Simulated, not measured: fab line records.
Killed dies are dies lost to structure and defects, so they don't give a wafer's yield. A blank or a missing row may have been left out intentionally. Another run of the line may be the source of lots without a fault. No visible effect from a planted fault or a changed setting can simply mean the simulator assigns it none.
Comparing a struck lot with a sound one + flow nand_harc + 39 out of 1302 route steps
Sound: these wafers, L180.1, L180.2, L180.5. Struck: wafers L192.2, L192.3, L192.4. Last of all comes the cause.
Order at every step that has rows: each side's tool, ch and its chambers, its first start. Under that, the readings that differ: sound wafers + struck wafers + difference of the means + sigmas: that difference in standard deviations of wafers without a fault.
alike: readings with means less than 2 such deviations apart, plus words and numbers identical on both sides. not compared: withheld readings, readings lacking a value on some wafer, bounds such as >300 that could conceal the same value, and numbers that have no deviation in the record and whose values overlap.
Wherever a step has rows on one side only, a row that says differs or no value, or a row with sigmas, the two part there. Numbers that have no deviation but don't overlap get no sigmas and don't part them. Lack of a reading on every wafer of one side parts them only where that side has two or more wafers.

first, 7 steps without rows for these wafers: NHARC_A_CHANNEL_FILL_D1_ALD_02 (deposits SiO2, target thk 6 nm, pulse time 10 s, ald cycles 60); NHARC_A_CHANNEL_FILL_D1_ALD_03 (deposits SiNx, target thk 6 nm, pulse time 60 s, ald cycles 58); NHARC_A_CHANNEL_FILL_D1_ALD_14 (deposits SiO2, target thk 2.5 nm, pulse time 10 s, ald cycles 25); NHARC_A_CHANNEL_FILL_D1_ALD_15 (deposits SiNx, target thk 2 nm, pulse time 60 s, ald cycles 19); NHARC_A_CHANNEL_FILL_D1_ALD_16 (deposits SiO2, target thk 1.5 nm, pulse time 10 s, ald cycles 15); NHARC_A_CHANNEL_FILL_D1_ANNEAL_17 (time 1800 s); NHARC_A_CHANNEL_FILL_D1_CVD_18 (deposits poly-Si, target thk 3 nm).
NHARC_A_CHANNEL_FILL_D1_ETCHBACK_19: etches the open film in HBr/Cl2, target depth 5 nm, time 1.7 s.
  sound on rie_si-02 ch 0,2,3, day 10 00:33; struck on rie_si-06 ch 0,2,3, day 14 23:37
  alike: drypump_motor_current_A, oes_product_au, throttle_valve_pct
  not compared: rf_hours_counter_h
then, 1 step without rows for these wafers: NHARC_A_CHANNEL_FILL_D1_ETCHBACK_20 (etches the open film in C4F8/O2/Ar, target depth 27 nm, time 13.5 s).
NHARC_A_CHANNEL_FILL_D1_STRIP_28: strips in O2, time 20 s.
  sound on rie_diel-03 ch 0,1,3, day 10 00:45; struck on rie_diel-08 ch 0,1,2, day 14 23:49
  alike: drypump_motor_current_A, mfc_ar_sccm, oes_product_au, rf_vpp_V, showerhead_plenum_p_Torr, throttle_valve_pct
  not compared: rf_hours_counter_h
then, 2 steps without rows for these wafers: NHARC_A_CHANNEL_FILL_D1_PRECLEAN_21 (cleans in dHF, time 30 s); NHARC_A_CHANNEL_FILL_D1_SRD_23.
NHARC_A_CHANNEL_FILL_D1_CVD_05: deposits poly-Si, target thk 5 nm.
  sound on lpcvd_poly-01 ch 0, day 10 04:06; struck on lpcvd_poly-02 ch 0, day 15 02:17
| reading                   | sound          | struck         | difference | sigmas |
|---------------------------|----------------|----------------|------------|--------|
| zone_power_bottom_pct (%) | 13.1 13.1 13.4 | 10.5 10.6 10.5 | -2.7       | -2     |
  alike: spike_tc_centre_C, spike_tc_lower_C
then, 1 step without rows for these wafers: NHARC_A_CHANNEL_FILL_D1_ANNEAL_22 (time 7200 s).
NHARC_A_CHANNEL_FILL_D1_ALD_25: deposits SiOx, target thk 60 nm, pulse time 10 s, ald cycles 600.
  sound on ald_hk-01 ch 0,1, day 10 14:38; struck on ald_hk-01 ch 0,2,3, day 15 09:23
  alike: heater_power_outer_w, heater_power_w, precursor_pulse_height_rel
then, 7 steps without rows for these wafers: NHARC_A_CHANNEL_FILL_D1_ETCHBACK_08 (etches the open film in C4F8, target depth 220 nm, time 110 s); NHARC_A_CHANNEL_FILL_D1_STRIP_29 (strips in O2, time 20 s); NHARC_A_CHANNEL_FILL_D1_PRECLEAN_30 (cleans in dHF, time 30 s); NHARC_A_CHANNEL_FILL_D1_SRD_31; NHARC_A_CHANNEL_FILL_D1_CVD_09 (deposits poly-Si, target thk 150 nm, time 3000 s); NHARC_A_CHANNEL_FILL_D1_CMP_10 (polishes, target thk 150 nm); NHARC_A_CHANNEL_FILL_D1_SRD_12.
NHARC_A_DECK1_JOINT_ETCHBACK_07: etches the open film in HBr, target depth 105 nm, time 26.9 s.
  sound on rie_si-04 ch 0,1,3, day 11 01:55; struck on rie_si-05 ch 0,3, day 15 20:40
| reading                     | sound       | struck      | difference | sigmas |
|-----------------------------|-------------|-------------|------------|--------|
| drypump_motor_current_A (A) | 6.2 5.7 6.5 | 4.9 5.4 5.3 | -0.9       | -2     |
  alike: oes_product_au, throttle_valve_pct
  not compared: rf_hours_counter_h
then, 8 steps without rows for these wafers: NHARC_A_DECK1_JOINT_ETCH_25 (etches SiO2 in dHF, target depth 0.5 nm); NHARC_A_DECK1_JOINT_ETCH_19 (etches poly-Si in TMAH, target depth 3 nm); NHARC_A_DECK1_JOINT_ETCH_18 (etches SiO2 in dHF, target depth 3 nm); NHARC_A_DECK1_JOINT_WET_08 (chemistry H3PO4, time 86 s); NHARC_A_DECK1_JOINT_ETCH_09 (etches SiO2 in dHF, target depth 5 nm); NHARC_A_DECK1_JOINT_WET_10 (chemistry H3PO4, time 86 s); NHARC_A_DECK1_JOINT_ETCH_11 (etches SiO2 in dHF, target depth 35 nm); NHARC_A_DECK1_JOINT_CVD_12 (deposits poly-Si, target thk 90 nm, time 1800 s).
NHARC_A_DECK1_JOINT_CMP_13: polishes, target thk 51.023 nm.
  sound on cmp-01 ch 1,2, day 11 12:12; struck on cmp-01 ch 1,2,3, day 16 06:50
  alike: motor_current_A, time_to_endpoint_s
NHARC_A_DECK1_JOINT_THK_MEAS_14: measures by ellipsometry.
  sound: film_metro-02 at day 11 12:28; struck: film_metro-02 at day 16 07:04
  alike: thk_nm
then, 5 steps without rows for these wafers: NHARC_A_DECK1_JOINT_SRD_04; NHARC_A_DECK1_JOINT_ETCHBACK_00 (etches the open film in HBr, target depth 30 nm, time 17.4 s); NHARC_A_DECK1_JOINT_PRECLEAN_30 (cleans in SC1); NHARC_A_DECK1_JOINT_SRD_31; NHARC_A_DECK1_JOINT_CVD_34 (deposits SiNx, target thk 20 nm).
-- record jumps: 13 days between struck wafers' starts before vs after; left off in module A_DECK1_JOINT, resumes in module END, first step shown is number 1302 of the route --
NHARC_END_SORT_01:
  only the struck wafers appear in the record here, on prober-01 ch 0 at day 29 13:05; the sound ones have no rows

## WHERE THEY PART
Earliest at NHARC_A_CHANNEL_FILL_D1_CVD_05; latest, in this record, at NHARC_END_SORT_01.

WHY: what had been put in by the simulator
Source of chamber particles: lpcvd_poly-02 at NHARC_A_CHANNEL_FILL_D1_CVD_05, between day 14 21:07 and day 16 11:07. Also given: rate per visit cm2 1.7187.
